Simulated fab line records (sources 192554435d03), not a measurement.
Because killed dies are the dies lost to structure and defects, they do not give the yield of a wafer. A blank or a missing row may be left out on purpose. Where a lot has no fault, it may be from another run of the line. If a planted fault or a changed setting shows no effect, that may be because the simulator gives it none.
The tool behind it: which one? ; flow n5_finfet ; 9 lots, 27 wafers sampled, at 6 steps of a route of 1938

== WHAT THE GAUGES READ, wafer by wafer ==
N5_BEOL_M1_THK_MEAS_01.
lot;measured;on;M1_ILD_THK (nm)
L657;day 6 17:00;film_metro-02;80.0 81.6 81.5
L658;day 7 00:44;film_metro-01;78.1 80.2 79.5
L660;day 7 10:14;film_metro-02;79.1 80.4 79.9
L663;day 8 09:22;film_metro-02;79.4 80.5 79.4
L668;day 9 20:15;film_metro-01;77.0 78.6 78.1
L669;day 10 01:57;film_metro-02;122.5 121.9 81.0
L671;day 10 09:34;film_metro-01;79.7 81.6 123.2
L675;day 11 20:55;film_metro-02;77.5 79.3 79.9
L677;day 12 03:13;film_metro-02;78.7 78.0 79.8

N5_BEOL_M4_RC_MEAS_101.
lot;measured;on;DIBL_N (mV/V);DIBL_P (mV/V);IOFF_N (nA/um);IOFF_P (nA/um);ION_N (uA/um);ION_P (uA/um);SS_N (mV/dec);SS_P (mV/dec);VT_N (mV);VT_P (mV)
L657;day 8 21:01;prober-02;32.6 29.3 34.5;34.6 29.7 34.9;0.12 0.08 0.14;0.18 0.12 0.18;668 652 655;462 450 451;70.5 70.0 71.0;72.7 71.0 71.9;254 260 252;-248 -254 -251
L658;day 9 03:10;prober-01;36.8 36.2 34.8;36.1 35.4 34.8;0.18 0.15 0.15;0.25 0.24 0.23;681 673 678;471 474 472;72.3 71.4 71.2;73.8 74.1 73.0;249 250 249;-244 -245 -247
L660;day 9 11:10;prober-02;36.7 38.2 37.1;36.8 39.8 37.2;0.15 0.19 0.15;0.18 0.24 0.20;670 684 666;456 464 458;70.9 71.9 70.8;73.6 73.7 73.7;252 248 251;-256 -250 -253
L663;day 10 02:59;prober-01;36.3 36.3 36.5;36.6 36.9 36.9;0.16 0.16 0.16;0.25 0.26 0.25;678 673 688;470 465 477;70.6 71.3 71.2;73.6 72.8 72.9;247 249 249;-242 -245 -246
L668;day 11 17:22;prober-01;37.3 35.6 34.1;37.5 35.1 34.6;0.20 0.16 0.15;0.28 0.22 0.23;706 682 679;476 470 469;71.2 70.9 70.5;74.2 73.6 73.6;243 246 250;-247 -251 -245
L669;day 11 20:38;prober-01;35.6;35.4;0.14;0.17;678;455;71.6;72.6;252;-256
L671;day 12 05:52;prober-01;37.3 36.9;38.5 37.9;0.21 0.20;0.24 0.23;689 689;464 468;72.4 71.9;74.3 74.2;245 244;-249 -251
L675;day 13 15:16;prober-01;36.2 34.7 34.8;34.7 33.7 33.1;0.17 0.14 0.15;0.22 0.20 0.19;680 669 662;459 466 458;71.8 71.2 71.2;73.0 72.9 71.8;247 249 250;-251 -251 -250
L677;day 14 09:07;prober-02;35.7 35.4 35.6;35.5 35.8 36.1;0.13 0.13 0.14;0.15 0.15 0.15;676 678 675;456 464 452;70.6 70.6 71.2;73.4 72.5 73.0;250 254 249;-258 -259 -256

== TOOL THAT RAN EACH LOT (tool first, then ch and the chambers of the sampled wafers, then the start) ==
lot;N5_BEOL_M0_STRIP_142;N5_BEOL_M0_ANNEAL_133;N5_BEOL_M0_ANNEAL_135;N5_BEOL_M1_ILD_DEP_00
L657;rie_diel-02 ch 2,3, day 6 12:13;pvd_sputter-03, day 6 15:37;pvd_sputter-03, day 6 15:44;pecvd-04 ch 0,1, day 6 16:56
L658;rie_diel-03 ch 1,2, day 6 21:55;pvd_sputter-02, day 6 23:24;pvd_sputter-02, day 6 23:31;pecvd-04 ch 0,2, day 7 00:40
L660;rie_diel-02 ch 0,1, day 7 07:19;pvd_sputter-01, day 7 08:52;pvd_sputter-01, day 7 08:59;pecvd-01 ch 1,2, day 7 10:08
L663;rie_diel-05 ch 2,3, day 8 03:39;pvd_sputter-02, day 8 05:40;pvd_sputter-02, day 8 05:47;pecvd-01 ch 0,1, day 8 09:17
L668;rie_diel-03 ch 0,3, day 9 12:59;pvd_sputter-01, day 9 15:55;pvd_sputter-01, day 9 16:02;pecvd-03 ch 1,2, day 9 20:11
L669;rie_diel-03 ch 0,1,3, day 9 19:20;pvd_sputter-01, day 9 20:43;pvd_sputter-01, day 9 20:50;pecvd-04 ch 0,1, day 10 01:53
L671;rie_diel-02 ch 0,1,3, day 10 03:07;pvd_sputter-03, day 10 04:49;pvd_sputter-03, day 10 04:56;pecvd-04 ch 0,1, day 10 09:29
L675;rie_diel-02 ch 0,1,3, day 11 13:37;pvd_sputter-02, day 11 19:26;pvd_sputter-02, day 11 19:34;pecvd-03 ch 0,1,2, day 11 20:52
L677;rie_diel-05 ch 1,2,3, day 11 22:35;pvd_sputter-02, day 12 01:42;pvd_sputter-02, day 12 01:49;pecvd-01 ch 0,1, day 12 03:10
- N5_BEOL_M0_STRIP_142: strips in N2/H2, time 10 s.
- N5_BEOL_M0_ANNEAL_133: time 60 s.
- N5_BEOL_M0_ANNEAL_135: time 60 s.
- N5_BEOL_M1_ILD_DEP_00: deposits SiOC from DEMS/O2, target thk 79 nm, time 15.3 s.

== WHAT THE TOOLS THEMSELVES READ (means of the sampled wafers that have a number; where no wafer has one, the mark that the record gives instead) ==
N5_BEOL_M0_STRIP_142.
lot;tool;drypump_motor_current_A (A);n2_flow_sccm (sccm);oes_product_au (a.u.);rf_vpp_V (V);showerhead_plenum_p_Torr (Torr);throttle_valve_pct (%)
L657;rie_diel-02;5.8;199.9;0.76;59.3;2.48;23.77
L658;rie_diel-03;5.8;200.2;0.71;59.1;2.51;23.58
L660;rie_diel-02;5.7;200.2;0.75;59.9;2.55;23.65
L663;rie_diel-05;6.2;199.7;0.79;59.5;2.59;23.78
L668;rie_diel-03;6.0;199.8;0.70;58.3;2.52;23.50
L669;rie_diel-03;6.2;199.9;0.71;59.6;2.52;23.53
L671;rie_diel-02;5.9;200.4;0.76;58.2;2.47;23.62
L675;rie_diel-02;5.9;200.2;0.74;60.3;2.47;23.65
L677;rie_diel-05;5.7;200.4;0.75;59.4;2.56;23.68

N5_BEOL_M0_ANNEAL_133.
lot;tool;heater_power_w (W)
L657;pvd_sputter-03;892
L658;pvd_sputter-02;783
L660;pvd_sputter-01;904
L663;pvd_sputter-02;822
L668;pvd_sputter-01;907
L669;pvd_sputter-01;783
L671;pvd_sputter-03;862
L675;pvd_sputter-02;751
L677;pvd_sputter-02;775

N5_BEOL_M0_ANNEAL_135.
lot;tool;heater_power_w (W)
L657;pvd_sputter-03;899
L658;pvd_sputter-02;804
L660;pvd_sputter-01;903
L663;pvd_sputter-02;817
L668;pvd_sputter-01;907
L669;pvd_sputter-01;788
L671;pvd_sputter-03;876
L675;pvd_sputter-02;745
L677;pvd_sputter-02;777

N5_BEOL_M1_ILD_DEP_00.
lot;tool;heater_power_w (W);showerhead_plenum_p_Torr (Torr);throttle_valve_pct (%)
L657;pecvd-04;482;5.700;12.1
L658;pecvd-04;468;5.688;11.2
L660;pecvd-01;502;5.676;11.3
L663;pecvd-01;553;5.673;11.2
L668;pecvd-03;398;5.698;11.4
L669;pecvd-04;499;5.702;11.7
L671;pecvd-04;462;5.694;12.1
L675;pecvd-03;439;5.713;12.1
L677;pecvd-01;533;5.680;11.1

== THE ANSWER, worked out from the rows above alone ==
Rule: the usual values come from the lots themselves. Put in order of their means at a reading, lots are off if they are a third of the lots or fewer, leave a main group of 4 or more, and stand apart from it by a gap of 3 or more times the standard deviation of the main group's means; of several such gaps the widest counts. A main group whose means are all the same, to the digits that the tables above print for the reading, isn't used. Also off: a lot with no number at a reading for which 4 or more lots have one. The other lots that the step has rows for count as sound. Order of review: gauges by route order, followed by the tools' own readings, for which a lot's mean as printed above is used. At the first step where some lot is off, the reading lying furthest off is the one used; lots without a number count as furthest.
Off: at N5_BEOL_M1_THK_MEAS_01 (M1_ILD_THK), L669, L671. For the main group the mean is 79.4 nm and the standard deviation 0.91.
A tool fits if, at a process step before that reading, it ran every lot that is off, and no sound lot after the first of them. The gauges at N5_BEOL_M1_THK_MEAS_01 are tried like those tools. One fits: pecvd-04 at N5_BEOL_M1_ILD_DEP_00. Its last sound lot is L658 (day 7 00:40), its first lot that is off L669 (day 10 01:53): a fault that began between those two fits.

== WHAT THE SIMULATOR HAD PUT IN ==
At N5_BEOL_M1_ILD_DEP_00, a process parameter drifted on pecvd-04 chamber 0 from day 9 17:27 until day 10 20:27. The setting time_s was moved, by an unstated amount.
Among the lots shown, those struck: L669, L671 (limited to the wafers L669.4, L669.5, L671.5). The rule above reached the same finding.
